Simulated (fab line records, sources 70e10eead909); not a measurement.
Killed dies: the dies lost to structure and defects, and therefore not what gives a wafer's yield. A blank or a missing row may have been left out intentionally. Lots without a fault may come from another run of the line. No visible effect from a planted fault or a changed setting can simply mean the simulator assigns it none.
What tool caused it? | flow nand harc | 7 lots (21 wafers sampled), 1 step of a 1302-step route

## WHAT THE GAUGES SHOWED, per wafer
NHARC_P_CONTACT_CD_MEAS_19.
lot  | measured     | on        | cd nm (nm)
L983 | day 7 01:44  | cd sem-01 | 91.9 90.3 91.7
L986 | day 8 18:58  | cd sem-01 | 93.5 91.6 91.5
L988 | day 9 07:21  | cd sem-02 | 88.5 91.0 88.6
L990 | day 10 02:01 | cd sem-02 | 90.1 89.5 87.3
L998 | day 13 10:25 | cd sem-02 | 88.1 90.6 90.3
L100 | day 14 14:01 | cd sem-03 | 88.3 90.6 88.1
L102 | day 15 07:02 | cd sem-03 | 87.0 87.3 86.2

## EACH LOT AND THE TOOL THAT RAN IT (in order: tool; ch and the chambers of the sampled wafers; start)
The record holds no process step before these readings.

## THE ANSWER, worked out from the rows above alone
Rule: what is usual is taken from the lots themselves. Put in order of their means at a reading, lots are off if they are a third of the lots or fewer, leave a main group of 4 or more, and stand apart from it by a gap of 3 or more times the standard deviation of the main group's means; of several such gaps the widest counts. A main group whose means are all the same, to the digits that the tables above print for the reading, isn't used. A lot without any number at a reading at which 4 lots or more have one is off too. The other lots that the step has rows for count as sound.
Across all readings shown, no lot is off: no conclusion can be drawn from this.

## WHAT THE SIMULATOR HAD INSERTED
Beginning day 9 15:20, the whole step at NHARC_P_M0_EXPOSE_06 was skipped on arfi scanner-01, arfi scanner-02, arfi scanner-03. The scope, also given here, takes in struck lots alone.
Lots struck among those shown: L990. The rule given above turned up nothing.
